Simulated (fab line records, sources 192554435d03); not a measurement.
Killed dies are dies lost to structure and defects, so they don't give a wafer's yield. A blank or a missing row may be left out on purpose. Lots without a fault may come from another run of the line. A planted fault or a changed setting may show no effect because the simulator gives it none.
One fault seen from 2 desks | flow n5_finfet | each desk has only its own numbers; what lay behind them comes last

THE TOOL OWNER'S DESK: euv_scanner-02
The tool's own readings at N5_BEOL_M3_EXPOSE_08 (exposes mask M3): means of the sampled wafers that have a number, for each lot that ran on this tool. A lot is out of limits, marked OUT, if its mean lies more than 4 standard deviations from the usual mean; the brackets give that distance.
Columns: A = exposure_dose_mJ_cm2 at N5_BEOL_M3_EXPOSE_08, usual 32.92; B = reticle_temp_C at N5_BEOL_M3_EXPOSE_08, usual 22.98 C
lot  | first seen here | A               | B
L282 | day 8 11:16     | 32.91           | 23.11
L286 | day 9 02:56     | 32.90           | 22.98
L292 | day 11 00:59    | 30.71 (-60) OUT | 22.97
L294 | day 11 09:15    | 31.11 (-49) OUT | 22.91
L293 | day 11 13:34    | 31.46 (-40) OUT | 23.02
This desk's finding: out of limits on L292, L293, L294; first on L292, day 11 00:59 (exposure_dose_mJ_cm2 at N5_BEOL_M3_EXPOSE_08). In limits: L282, L286.

THE METROLOGY DESK
What the gauges read, lot by lot, whatever tool the lot ran on: means of the sampled wafers that have a number. A lot is out of limits, marked OUT, if its mean lies more than 4 standard deviations from the usual mean; the brackets give that distance. Of its 13 readings 7 are shown: the one that was out of limits first, and those that lie furthest out on some lot.
Columns: A = M2_THK at N5_BEOL_M2_THK_MEAS_53, usual 39.7 nm; B = cd_nm at N5_BEOL_M3_CD_MEAS_11, usual 17.01 nm; C = cd_nm at N5_BEOL_M3_CD_MEAS_18, usual 17.92 nm; D = IOFF_P at N5_BEOL_M4_RC_MEAS_101, usual 0.204 nA/um; E = ION_N at N5_BEOL_M4_RC_MEAS_101, usual 673 uA/um; F = SS_P at N5_BEOL_M4_RC_MEAS_101, usual 73.3 mV/dec; G = VT_P at N5_BEOL_M4_RC_MEAS_101, usual -251 mV
lot  | first seen here | A    | B                | C                | D     | E   | F    | G
L279 | day 8 00:13     | 38.4 | 17.04            | 18.01            | 0.208 | 683 | 73.3 | -250
L282 | day 8 08:55     | 40.4 | 17.01            | 18.09            | 0.217 | 673 | 73.9 | -249
L286 | day 9 01:08     | 40.3 | 17.03            | 17.84            | 0.219 | 672 | 73.5 | -249
L292 | day 10 22:08    | 39.6 | 15.58 (-7.2) OUT | 16.06 (-6.7) OUT | -     | -   | -    | -
L294 | day 11 06:41    | 39.5 | 16.08 (-4.7) OUT | 17.05            | 0.185 | 672 | 72.8 | -252
L293 | day 11 12:49    | 39.4 | 16.32            | 16.92            | 0.184 | 679 | 72.3 | -251
L295 | day 11 16:00    | 39.1 | 17.24            | 18.48            | 0.178 | 669 | 73.1 | -253
L297 | day 11 18:35    | 41.6 | 16.95            | 17.74            | 0.220 | 677 | 73.4 | -248
L300 | day 12 09:52    | 40.8 | 17.12            | 17.71            | 0.169 | 666 | 72.8 | -254
This desk's finding: out of limits on L292, L294; first on L292, day 11 01:05 (cd_nm at N5_BEOL_M3_CD_MEAS_11). In limits: L279, L282, L286, L293, L295, L297, L300.

PUT TOGETHER
The tool owner's desk could have raised an alarm at day 11 00:59, on L292, L293, L294.
The metrology desk could have raised an alarm at day 11 01:05, on L292, L294.
The metrology desk has L293 on record, within its limits.
Of the lots named, all ran N5_BEOL_M3_EXPOSE_08 on euv_scanner-02.

WHAT THE SIMULATOR HAD PUT IN
Process parameter drift: euv_scanner-02, from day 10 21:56 on, at N5_BEOL_M3_EXPOSE_08. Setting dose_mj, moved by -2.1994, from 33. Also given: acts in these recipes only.
Lots struck among those shown: L292, L293, L294.
Hours from the fault's start to each desk's first reading out of limits: the tool owner's desk, 3; the metrology desk, 3.
